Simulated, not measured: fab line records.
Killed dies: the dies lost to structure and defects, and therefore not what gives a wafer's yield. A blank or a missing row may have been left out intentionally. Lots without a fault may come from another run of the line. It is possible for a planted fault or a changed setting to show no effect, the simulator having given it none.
Matching of chambers / flow n5_finfet / N5_MIM_TOP_ALD_00 on ald_hk-02 has 4 sister chambers
The step deposits Al2O3, purge time 3 s, co reactant pulse time 3 s. 24 wafers are shown with their chamber, then 12 later ones without.

## WAFERS WITH THEIR CHAMBER
wafer=L075.1 chamber=1 precursor_pulse_height_rel=0.997
wafer=L075.2 chamber=2 precursor_pulse_height_rel=1.023
wafer=L075.3 chamber=0 precursor_pulse_height_rel=1.020
wafer=L075.4 chamber=3 precursor_pulse_height_rel=1.020
wafer=L075.5 chamber=3 precursor_pulse_height_rel=0.988
wafer=L075.6 chamber=0 precursor_pulse_height_rel=1.017
wafer=L074.1 chamber=2 precursor_pulse_height_rel=1.001
wafer=L074.3 chamber=0 precursor_pulse_height_rel=0.976
wafer=L074.5 chamber=0 precursor_pulse_height_rel=1.018
wafer=L076.1 chamber=2 precursor_pulse_height_rel=1.015
wafer=L076.3 chamber=0 precursor_pulse_height_rel=1.014
wafer=L076.4 chamber=3 precursor_pulse_height_rel=0.994
wafer=L077.2 chamber=1 precursor_pulse_height_rel=1.005
wafer=L077.5 chamber=0 precursor_pulse_height_rel=1.006
wafer=L077.6 chamber=3 precursor_pulse_height_rel=1.000
wafer=L081.4 chamber=0 precursor_pulse_height_rel=0.959
wafer=L081.5 chamber=2 precursor_pulse_height_rel=0.988
wafer=L081.6 chamber=1 precursor_pulse_height_rel=1.008
wafer=L084.1 chamber=2 precursor_pulse_height_rel=0.996
wafer=L084.3 chamber=0 precursor_pulse_height_rel=0.972
wafer=L084.5 chamber=3 precursor_pulse_height_rel=1.050
wafer=L082.2 chamber=3 precursor_pulse_height_rel=0.978
wafer=L082.3 chamber=1 precursor_pulse_height_rel=0.976
wafer=L082.6 chamber=2 precursor_pulse_height_rel=1.009

SIGNATURES (averages over the wafers above)
reading=precursor_pulse_height_rel; chamber 0=0.99775; chamber 1=0.99650; chamber 2=1.00533; chamber 3=1.00500; scatter within a chamber=0.0213
Rule: for each reading, subtract the chamber's mean from the wafer's reading, divide by that reading's scatter and square the result; add these up over the readings and take the root, which gives the wafer's distance from the chamber. The wafer belongs to the nearest chamber; if the next one is less than 2 further off, it can't be placed. The scatter is the square root of a quotient: the sum, over the shown wafers, of each reading's squared deviation from its chamber's mean, divided by wafers minus chambers.

## WAFERS WITHOUT THEIR CHAMBER
wafer=L080.1 precursor_pulse_height_rel=1.019
wafer=L080.4 precursor_pulse_height_rel=0.997
wafer=L080.6 precursor_pulse_height_rel=1.012
wafer=L088.3 precursor_pulse_height_rel=1.012
wafer=L088.5 precursor_pulse_height_rel=1.008
wafer=L088.6 precursor_pulse_height_rel=0.993
wafer=L089.2 precursor_pulse_height_rel=1.006
wafer=L089.3 precursor_pulse_height_rel=0.986
wafer=L089.5 precursor_pulse_height_rel=0.988
wafer=L095.2 precursor_pulse_height_rel=1.022
wafer=L095.5 precursor_pulse_height_rel=1.030
wafer=L095.6 precursor_pulse_height_rel=0.984

## THE CHAMBER EACH PASSED THROUGH
wafer=L080.1; from the rows above=can't be placed: 2 or 3 or 0 or 1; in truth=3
wafer=L080.4; from the rows above=can't be placed: 1 or 0 or 3 or 2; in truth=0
wafer=L080.6; from the rows above=can't be placed: 2 or 3 or 0 or 1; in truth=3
wafer=L088.3; from the rows above=can't be placed: 2 or 3 or 0 or 1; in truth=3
wafer=L088.5; from the rows above=can't be placed: 2 or 3 or 0 or 1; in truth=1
wafer=L088.6; from the rows above=can't be placed: 1 or 0 or 3 or 2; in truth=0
wafer=L089.2; from the rows above=can't be placed: 2 or 3 or 0 or 1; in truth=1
wafer=L089.3; from the rows above=can't be placed: 1 or 0 or 3 or 2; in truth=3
wafer=L089.5; from the rows above=can't be placed: 1 or 0 or 3 or 2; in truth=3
wafer=L095.2; from the rows above=can't be placed: 2 or 3 or 0 or 1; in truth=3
wafer=L095.5; from the rows above=can't be placed: 2 or 3 or 0 or 1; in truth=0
wafer=L095.6; from the rows above=can't be placed: 1 or 0 or 3 or 2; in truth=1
Placed correctly: 0 of 12. From these rows, 12 cannot be placed; in 12 the true chamber is one of the candidates. Placed wrongly: 0.
